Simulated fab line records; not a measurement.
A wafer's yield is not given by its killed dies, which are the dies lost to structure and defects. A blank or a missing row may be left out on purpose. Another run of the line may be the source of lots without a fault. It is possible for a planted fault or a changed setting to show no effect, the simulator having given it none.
Split-lot experiment :: flow n5-finfet :: route with 1938 steps; 7 lots, 21 wafers read

## ON THE SPLIT
At N5_BEOL_M5_COAT_05 (resist thk 30 nm), the setting spin-rpm was moved away from the recipe's 1500 rpm on 6 of the 21 wafers read, by +6.1% to +10.8%. All remaining wafers had this setting at the recipe value.

## FROM THE SPLIT TO THE READING: what the file shows between them, 2 steps
- N5_BEOL_M5_EBR_07
- N5_BEOL_M5_SOFTBAKE_06: time 60 s

## THE READING
CAR-EUV_of_BEOL_M5_COAT_05.thk-nm (the simulator's own value, which no gauge read), in nm, at N5_BEOL_M5_DESCUM_16 (chemistry O2, time 7 s). The file does not state a usual value for it. Across the 15 wafers here that went through the recipe, the average is 26.1 nm and the standard deviation 0.088 nm.

wafer: L076.1
tool, chamber at the split: litho-track-03, 0
spin-rpm as run, rpm: 1500
against the recipe: recipe
CAR-EUV_of_BEOL_M5_COAT_05.thk-nm, nm: 26.2
against lot-mates on the recipe: -

wafer: L076.5
tool, chamber at the split: litho-track-03, 0
spin-rpm as run, rpm: 1500
against the recipe: recipe
CAR-EUV_of_BEOL_M5_COAT_05.thk-nm, nm: 26.2
against lot-mates on the recipe: -

wafer: L076.4
tool, chamber at the split: litho-track-03, 0
spin-rpm as run, rpm: 1619
against the recipe: +7.9%
CAR-EUV_of_BEOL_M5_COAT_05.thk-nm, nm: 25
against lot-mates on the recipe: -1.2

wafer: L078.2
tool, chamber at the split: litho-track-03, 0
spin-rpm as run, rpm: 1500
against the recipe: recipe
CAR-EUV_of_BEOL_M5_COAT_05.thk-nm, nm: 26.2
against lot-mates on the recipe: -

wafer: L078.5
tool, chamber at the split: litho-track-03, 0
spin-rpm as run, rpm: 1592
against the recipe: +6.1%
CAR-EUV_of_BEOL_M5_COAT_05.thk-nm, nm: 25
against lot-mates on the recipe: -1.1

wafer: L078.6
tool, chamber at the split: litho-track-03, 0
spin-rpm as run, rpm: 1500
against the recipe: recipe
CAR-EUV_of_BEOL_M5_COAT_05.thk-nm, nm: 26
against lot-mates on the recipe: -

wafer: L079.2
tool, chamber at the split: litho-track-01, 0
spin-rpm as run, rpm: 1609
against the recipe: +7.3%
CAR-EUV_of_BEOL_M5_COAT_05.thk-nm, nm: 25
against lot-mates on the recipe: -1.2

wafer: L079.3
tool, chamber at the split: litho-track-01, 0
spin-rpm as run, rpm: 1500
against the recipe: recipe
CAR-EUV_of_BEOL_M5_COAT_05.thk-nm, nm: 26.2
against lot-mates on the recipe: -

wafer: L079.5
tool, chamber at the split: litho-track-01, 0
spin-rpm as run, rpm: 1609
against the recipe: +7.3%
CAR-EUV_of_BEOL_M5_COAT_05.thk-nm, nm: 25.2
against lot-mates on the recipe: -1.0

wafer: L082.2
tool, chamber at the split: litho-track-02, 0
spin-rpm as run, rpm: 1500
against the recipe: recipe
CAR-EUV_of_BEOL_M5_COAT_05.thk-nm, nm: 26
against lot-mates on the recipe: -

wafer: L082.4
tool, chamber at the split: litho-track-02, 0
spin-rpm as run, rpm: 1500
against the recipe: recipe
CAR-EUV_of_BEOL_M5_COAT_05.thk-nm, nm: 26
against lot-mates on the recipe: -

wafer: L082.6
tool, chamber at the split: litho-track-02, 0
spin-rpm as run, rpm: 1500
against the recipe: recipe
CAR-EUV_of_BEOL_M5_COAT_05.thk-nm, nm: 26
against lot-mates on the recipe: -

wafer: L086.1
tool, chamber at the split: litho-track-01, 0
spin-rpm as run, rpm: 1500
against the recipe: recipe
CAR-EUV_of_BEOL_M5_COAT_05.thk-nm, nm: 26
against lot-mates on the recipe: -

wafer: L086.5
tool, chamber at the split: litho-track-01, 0
spin-rpm as run, rpm: 1662
against the recipe: +10.8%
CAR-EUV_of_BEOL_M5_COAT_05.thk-nm, nm: 24.6
against lot-mates on the recipe: -1.4

wafer: L086.6
tool, chamber at the split: litho-track-01, 0
spin-rpm as run, rpm: 1662
against the recipe: +10.8%
CAR-EUV_of_BEOL_M5_COAT_05.thk-nm, nm: 24.6
against lot-mates on the recipe: -1.4

wafer: L089.4
tool, chamber at the split: litho-track-02, 0
spin-rpm as run, rpm: 1500
against the recipe: recipe
CAR-EUV_of_BEOL_M5_COAT_05.thk-nm, nm: 26
against lot-mates on the recipe: -

wafer: L089.5
tool, chamber at the split: litho-track-02, 0
spin-rpm as run, rpm: 1500
against the recipe: recipe
CAR-EUV_of_BEOL_M5_COAT_05.thk-nm, nm: 26
against lot-mates on the recipe: -

wafer: L089.6
tool, chamber at the split: litho-track-02, 0
spin-rpm as run, rpm: 1500
against the recipe: recipe
CAR-EUV_of_BEOL_M5_COAT_05.thk-nm, nm: 26
against lot-mates on the recipe: -

wafer: L094.2
tool, chamber at the split: litho-track-03, 0
spin-rpm as run, rpm: 1500
against the recipe: recipe
CAR-EUV_of_BEOL_M5_COAT_05.thk-nm, nm: 26
against lot-mates on the recipe: -

wafer: L094.3
tool, chamber at the split: litho-track-03, 0
spin-rpm as run, rpm: 1500
against the recipe: recipe
CAR-EUV_of_BEOL_M5_COAT_05.thk-nm, nm: 26
against lot-mates on the recipe: -

wafer: L094.4
tool, chamber at the split: litho-track-03, 0
spin-rpm as run, rpm: 1500
against the recipe: recipe
CAR-EUV_of_BEOL_M5_COAT_05.thk-nm, nm: 26
against lot-mates on the recipe: -

THE FIT
A straight line over all 21 wafers: CAR-EUV_of_BEOL_M5_COAT_05.thk-nm changes by -0.136 nm for each +1% of spin-rpm; r = -0.98; the points scatter about the line by 0.1 nm.
The same after taking each lot's own level away (the mean of its wafers on the recipe; 21 wafers): -0.141 nm for each +1%; r = -0.99; scatter 0.086 nm.
Per that fit: largest spin-rpm move, reading shift of 1.5 nm.
The span of the lots' own levels, 26.00 to 26.20 nm, comes to 2.3 times the standard deviation stated above.
The two slopes are in agreement: the lot-to-lot level therefore moves the slope only a little.
Check: -1.58 nm against its lot-mates is what the line predicts for one of the wafers moved furthest among these (+10.8%) when that wafer is left out of the fit. Against them it came out at -1.4 nm.

## THESE WAFERS: OTHER SPLITS
Other splits were also applied to these wafers ahead of the reading. Each is held against what the fit with the lots' levels taken away leaves over:
other split on the same wafers: N5_BEOL_M1_ALD_98 temp-c
wafers away from the commonest value: 7
r with CAR-EUV_of_BEOL_M5_COAT_05.thk-nm (lot level and that fit taken away): -0.19

other split on the same wafers: N5_BEOL_M2_COAT_67 spin-rpm
wafers away from the commonest value: 4
r with CAR-EUV_of_BEOL_M5_COAT_05.thk-nm (lot level and that fit taken away): +0.35

other split on the same wafers: N5_BEOL_M2_COAT_22 spin-rpm
wafers away from the commonest value: 6
r with CAR-EUV_of_BEOL_M5_COAT_05.thk-nm (lot level and that fit taken away): +0.09

other split on the same wafers: N5_BEOL_M2_DEP_57 time-s
wafers away from the commonest value: 4
r with CAR-EUV_of_BEOL_M5_COAT_05.thk-nm (lot level and that fit taken away): +0.07

other split on the same wafers: N5_BEOL_M3_COAT_22 spin-rpm
wafers away from the commonest value: 6
r with CAR-EUV_of_BEOL_M5_COAT_05.thk-nm (lot level and that fit taken away): -0.08

other split on the same wafers: N5_BEOL_M3_EXPOSE_25 dose-mj
wafers away from the commonest value: 7
r with CAR-EUV_of_BEOL_M5_COAT_05.thk-nm (lot level and that fit taken away): -0.18

other split on the same wafers: N5_BEOL_M4_COAT_62 spin-rpm
wafers away from the commonest value: 5
r with CAR-EUV_of_BEOL_M5_COAT_05.thk-nm (lot level and that fit taken away): -0.23

other split on the same wafers: N5_BEOL_M5_HM_DEP_02 target-thk-a
wafers away from the commonest value: 7
r with CAR-EUV_of_BEOL_M5_COAT_05.thk-nm (lot level and that fit taken away): +0.05

## THE WHOLE CHAIN: every reading that the file lists as answering this split, in the file's order
step: N5_BEOL_M5_COAT_05
what it does: resist thk 30 nm
reading: CAR-EUV_of_BEOL_M5_COAT_05.thk-nm (the simulator's own value, which no gauge read)
change (the file's fit): -0.138 nm for each +1% of the setting
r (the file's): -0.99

step: N5_BEOL_M5_DESCUM_16
what it does: chemistry O2, time 7 s
reading: CAR-EUV_of_BEOL_M5_COAT_05.thk-nm (the simulator's own value, which no gauge read)
change (the file's fit): -0.146 nm for each +1% of the setting
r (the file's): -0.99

## FILE'S OWN FIT
CAR-EUV_of_BEOL_M5_COAT_05.thk-nm changes by -0.146 nm for each +1% of spin-rpm, r = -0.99.
